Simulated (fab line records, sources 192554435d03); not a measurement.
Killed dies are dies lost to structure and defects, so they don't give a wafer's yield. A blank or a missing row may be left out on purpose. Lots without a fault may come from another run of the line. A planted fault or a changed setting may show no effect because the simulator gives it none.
Chamber matching | flow n5_finfet | N5_BEOL_M6_CMP_52 on cmp-01: 4 sister chambers
The step polishes, stops on SiCOH lowk, t overpolish 6.9 s, target thk 80 nm. 8 wafers are shown with their chamber, then 8 later ones without.

WAFERS WITH THEIR CHAMBER
wafer  | chamber | motor_current_A (A) | time_to_endpoint_s (s)
L087.2 | 0       | 6.0                 | 60
L087.5 | 1       | 6.3                 | 63
L092.1 | 2       | 4.9                 | 65
L092.5 | 1       | 5.9                 | 68
L094.2 | 0       | 6.1                 | 60
L094.3 | 2       | 4.6                 | 66
L094.6 | 3       | 5.9                 | 63
L095.2 | 3       | 5.9                 | 65

WAFERS WITHOUT THEIR CHAMBER
wafer  | motor_current_A (A) | time_to_endpoint_s (s)
L095.5 | 5.8                 | 68
L095.6 | 4.7                 | 70
L097.2 | 5.8                 | 62
L097.3 | 6.1                 | 61
L097.6 | 6.4                 | 55
L096.4 | 5.6                 | 63
L096.5 | 4.5                 | 66
L096.6 | 6.2                 | 63

WHICH CHAMBER EACH WENT THROUGH
wafer  | from the rows above          | in truth
L095.5 | can't be placed: 1 or 3      | 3
L095.6 | 2                            | 2
L097.2 | can't be placed: 3 or 0 or 1 | 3
L097.3 | can't be placed: 0 or 3 or 1 | 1
L097.6 | 0                            | 0
L096.4 | can't be placed: 3 or 0 or 1 | 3
L096.5 | 2                            | 2
L096.6 | can't be placed: 1 or 3 or 0 | 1
Placed correctly: 3 of 8. Can't be placed from these rows: 5 (the true chamber is among the candidates in 5). Placed wrongly: 0.
How it was worked out, from the rows above alone: a wafer's distance from a chamber is the root of the sum, over the readings, of the square of ((its reading less the chamber's mean) divided by the reading's scatter). The wafer belongs to the nearest chamber; if the next one is less than 2 further off, it can't be placed. A chamber's mean is the mean of its shown wafers. The scatter: the root of (the sum of the squares of (reading less its chamber's mean) over the shown wafers, divided by (wafers less chambers)).
